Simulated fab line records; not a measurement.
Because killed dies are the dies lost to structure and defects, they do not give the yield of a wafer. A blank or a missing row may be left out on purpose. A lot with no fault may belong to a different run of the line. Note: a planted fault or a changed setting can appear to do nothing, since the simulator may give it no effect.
A struck lot beside a sound one -- flow n5-finfet -- 41 out of 1938 route steps
Sound: the wafers L848.1, L848.2, L848.3. Struck: wafers L851.3, L851.6 (left out: L851.5, a lot-mate that was not struck); the cause follows at the end.
At each step with rows: each side's tool, then ch and its chambers, then its first start. Under that, the readings that differ: sound wafers -- struck wafers -- difference of the means -- sigmas: that difference in standard deviations of wafers without a fault.
alike: same words and numbers on both sides, and readings whose means sit less than 2 such deviations apart. not compared: any withheld reading, any reading some wafer has no value for, any bound like >300 that may hide the same value, and any number with overlapping values for which the record gives no deviation.
Wherever a step has rows on one side only, a row that says differs or no value, or a row with sigmas, the two part there. Non-overlapping numbers with no deviation appear without sigmas and do not part them. Lack of a reading on every wafer of one side parts them only where that side has two or more wafers.

first, 9 steps without rows for these wafers: N5_BEOL_M4_ANNEAL_95 (time 240 s); N5_BEOL_M4_SPUTTER_96 (material Cu, target thk 4.5 nm, time 8.29 s); N5_BEOL_M4_ECD_50 (material Cu, target thk 300 nm); N5_BEOL_M4_ANNEAL_51 (time 90 s); N5_BEOL_M4_CMP_52 (polishes, stops on SiOC, t overpolish 6.8 s, target thk 40 nm); N5_BEOL_M4_PRE_CLEAN_60 (time 15 s); N5_BEOL_M4_CO_CAP_55 (material Co, precursor CCTBA/H2, target thk 2 nm, time 102.1 s); N5_BEOL_M4_PRE_CLEAN_56 (time 15 s); N5_BEOL_M4_DEP_57 (deposits SiCN from 3MS/NH3, target thk 8 nm, time 14 s).
N5_BEOL_M4_RC_MEAS_101:
  sound on prober-02 ch 0, day 9 14:12; struck on prober-02 ch 0, day 10 13:35
  alike: DIBL_N, DIBL_P, IOFF_N, IOFF_P, ION_N, ION_P, SS_N, SS_P, VT_N, VT_P
then, 24 steps without rows for these wafers: N5_BEOL_M5_ILD_DEP_00 (deposits SiCOH lowk from DEMS/porogen, target thk 140.64 nm, time 25.9 s); N5_BEOL_M5_CURE_79 (cures SiCOH lowk, time 240 s); N5_BEOL_M5_PECVD_70 (deposits SiO2 from TEOS/O2, target thk 16 nm, time 18 s); N5_BEOL_M5_HM_DEP_02 (deposits TiN, target thk 20 nm); N5_BEOL_M5_COAT_59 (time 60 s, resist thk 60 nm); N5_BEOL_M5_COAT_60 (time 60 s, resist thk 12 nm); N5_BEOL_M5_COAT_71 (time 60 s, resist thk 5 nm); N5_BEOL_M5_COAT_05 (resist thk 30 nm); N5_BEOL_M5_EBR_07; N5_BEOL_M5_SOFTBAKE_06 (time 60 s); N5_BEOL_M5_EXPOSE_08 (exposes mask M5, target cd 28 nm); N5_BEOL_M5_PEB_09 (peb time 60 s); N5_BEOL_M5_DEVELOP_10 (develop time 30 s); N5_BEOL_M5_DESCUM_16 (chemistry O2, time 7 s); N5_BEOL_M5_ETCH_72 (etches underlayer in N2/H2, target depth 6.5 nm, time 5.2 s); N5_BEOL_M5_ETCH_61 (etches SiARC in CF4, target depth 15.6 nm, time 26 s); N5_BEOL_M5_ETCH_62 (etches SOC in N2/H2, target depth 75 nm, overetch 15 nm, time 112.5 s); N5_BEOL_M5_STRIP_63 (strips in N2/H2); N5_BEOL_M5_STRIP_73 (strips in N2/H2); N5_BEOL_M5_STRIP_64 (strips in CF4); N5_BEOL_M5_HM_OPEN_17 (chemistry Cl2/BCl3, target TiN, target depth 20 nm, overetch 6 nm); N5_BEOL_M5_STRIP_19 (strips in O2); N5_BEOL_M5_COAT_65 (time 60 s, resist thk 60 nm); N5_BEOL_M5_COAT_66 (time 60 s, resist thk 12 nm).
-- record jumps: 2 days separate the struck wafers' starts on either side; left off in module BEOL_M5, taken up again in module BEOL_M11, whose first shown step is the route's number 1578 --
N5_BEOL_M11_TRENCH_ETCH_37: etches SiCOH lowk in C4F6/O2, target depth 148.83 nm, time 48 s.
  sound on rie-diel-01 ch 0,2,3, day 12 01:03; struck on rie-diel-01 ch 1,2, day 12 21:16
reading,sound,struck,difference,sigmas
model.etch.depth-nm (nm),148.3 150.3 145.5,100.3 98.98,-48.4,
model.BEOL_M11.feature-depth-nm (nm),148.2 150.2 145.6,100.4 99,-48.3,
model.TiN_of_BEOL_M11_HM_DEP_02.thk-nm (nm),16 16.2 16.2,17.6 17.4,+1.4,
  alike: chamber-pressure-mTorr, drypump-motor-current-A, mfc-ar-sccm, oes_ar_750_au, oes-product-au, rf-vpp-V, showerhead-plenum-p-Torr, throttle-valve-pct
  not compared: rf-hours-counter-h
N5_BEOL_M11_OCD_MEAS_38:
  sound on ocd-02, day 12 01:14; struck on ocd-01, day 12 21:26
reading,sound,struck,difference,sigmas
trench-depth-nm (nm),148.2 150.3 145.5,99.8 98.5,-48.8,-20
N5_BEOL_M11_CMP_52: polishes, stops on SiCOH lowk, t overpolish 7 s, target thk 140 nm.
  sound on cmp-02 ch 1,2,3, day 12 03:33; struck on cmp-02 ch 0,2, day 13 00:50
reading,sound,struck,difference,sigmas
model.Cu_of_BEOL_M11_ECD_50.thk-nm (nm),140.8 141.4 137.2,92.8 90.2,-48.3,
  alike: motor-current-A
N5_BEOL_M11_THK_MEAS_53: measures by xrf.
  sound on film-metro-01, day 12 03:49; struck on film-metro-01, day 13 01:04
reading,sound,struck,difference,sigmas
M11_THK (nm),143.1 143.6 138.6,94.1 91.4,-49.0,-18
N5_BEOL_M11_RS_MEAS_57: uses a four-point probe to measure.
  sound on film-metro-02, day 12 03:56; struck on film-metro-02, day 13 01:11
reading,sound,struck,difference,sigmas
M11_RS (ohm/sq),0.150 0.150 0.155,0.240 0.248,+0.092,+30
N5_BEOL_M15_RC_MEAS_101:
  sound on prober-02 ch 0, day 12 23:49; struck on prober-02 ch 0, day 14 00:10
reading,sound,struck,difference,sigmas
COMB_M6_max_site (S/m),4.5e-11 4e-11 4.4e-11,2.8e-11 2.5e-11,-1.7e-11,-2
COMB_M7 (S/m),2.7e-11 2.5e-11 4.7e-11,2e-11 2.3e-11,-1e-11,-2
COMB_M9 (S/m),1.68e-11 1.69e-11 2.19e-11,1.39e-11 1.17e-11,-5.73e-12,-2
SERP_M11 (ohm/um),3.13 3.02 3.13,4.72 4.99,+1.76,+21
SERP_M11_max_site (ohm/um),3.27 3.16 3.34,4.84 5.21,+1.77,+18
SERP_M6 (ohm/um),14.8 15.1 15.0,12.9 13.1,-2.0,-3
SERP_M6_max_site (ohm/um),15.0 16.2 15.7,13.5 14.1,-1.8,-3
  alike: COMB_M10, COMB_M12, COMB_M13, COMB_M14, COMB_M14_max_site, COMB_M15, COMB_M5, COMB_M6, COMB_M8, SERP_M10, SERP_M12, SERP_M12_max_site, SERP_M13, SERP_M14, SERP_M5, SERP_M7, SERP_M8, SERP_M9
N5_PASSIVATION_PROBE_49:
  sound on prober-02, day 13 12:41; struck on prober-01, day 14 15:33
reading,sound,struck,difference,sigmas
defect-limited-yield (%),93.6 93.0 92.8,91.2 87.7,-3.7,-2
killed_at_M4_up,4 12 9,21 20,+12,+2
killed-dies,76 83 85,104 145,+43,+3
sort_bin_6_memory (%),2.0 2.6 2.8,3.6 4.3,+1.5,+2
sort_bin_8_speed (%),0 0 0,0.34 0.76,+0.55,+55
sort-n-pass,1104 1097 1095,1076 1035,-43,-3
  alike: killed_at_M0_to_M3, killed-at-contacts, killed-at-front-end, killed-at-other, killed-open, killed-short, sort_bin_5_function

WHERE THEY PART
Earliest at N5_BEOL_M11_OCD_MEAS_38; latest, in this record, at N5_PASSIVATION_PROBE_49.

WHY: whatever the simulator had introduced
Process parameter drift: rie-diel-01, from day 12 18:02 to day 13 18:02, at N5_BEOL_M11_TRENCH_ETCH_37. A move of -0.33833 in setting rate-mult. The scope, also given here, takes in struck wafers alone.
